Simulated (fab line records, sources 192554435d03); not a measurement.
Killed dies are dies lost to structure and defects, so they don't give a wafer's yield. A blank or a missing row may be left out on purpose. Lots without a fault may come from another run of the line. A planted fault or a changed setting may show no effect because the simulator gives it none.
One fault seen from 2 desks | flow n5_finfet | each desk has only its own numbers; what lay behind them comes last

THE TOOL OWNER'S DESK: litho_track-05
The tool's own readings at N5_BEOL_M7_COAT_05 (resist thk 90 nm): means of the sampled wafers that have a number, for each lot that ran on this tool. A lot is out of limits, marked OUT, if its mean lies more than 4 standard deviations from the usual mean; the brackets give that distance.
Columns: A = spin_speed_rpm at N5_BEOL_M7_COAT_05, usual 1500.1 rpm
lot  | first seen here | A
L303 | day 9 19:22     | 1499.5
L307 | day 11 02:31    | 1500.1
L308 | day 11 12:25    | 1602.0 (+99 or more) OUT
L309 | day 11 21:34    | 1602.5 (+99 or more) OUT
L321 | day 15 04:55    | 1499.9
This desk's finding: out of limits on L308, L309; first on L308, day 11 12:25 (spin_speed_rpm at N5_BEOL_M7_COAT_05). In limits: L303, L307, L321.

THE METROLOGY DESK
What the gauges read, lot by lot, whatever tool the lot ran on: means of the sampled wafers that have a number. A lot is out of limits, marked OUT, if its mean lies more than 4 standard deviations from the usual mean; the brackets give that distance.
Columns: A = M7_OVL at N5_BEOL_M7_OVL_MEAS_12, usual 0.3 nm
lot  | first seen here | A
L300 | day 8 22:27     | 0.1
L299 | day 9 05:00     | 1.0
L301 | day 9 08:05     | 0.8
L303 | day 9 19:46     | -0.4
L307 | day 11 02:47    | -0.2
L308 | day 11 12:41    | -0.5
L309 | day 11 21:58    | 0.3
L320 | day 14 08:59    | 0.6
L319 | day 14 13:14    | -0.6
L321 | day 15 05:19    | 0.3
This desk's finding: nothing out of limits on any of the 10 lots.

PUT TOGETHER
The tool owner's desk could have raised an alarm at day 11 12:25, on L308, L309.
The metrology desk saw nothing out of limits.
The metrology desk has L308, L309 on record, within its limits.
Of the lots named, all ran N5_BEOL_M7_COAT_05 on litho_track-05.

WHAT THE SIMULATOR HAD PUT IN
Process parameter drift: litho_track-05, from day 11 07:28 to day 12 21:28, at N5_BEOL_M7_COAT_05. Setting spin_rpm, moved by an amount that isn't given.
Lots struck among those shown: L308, L309.
Hours from the fault's start to each desk's first reading out of limits: the tool owner's desk, 5.
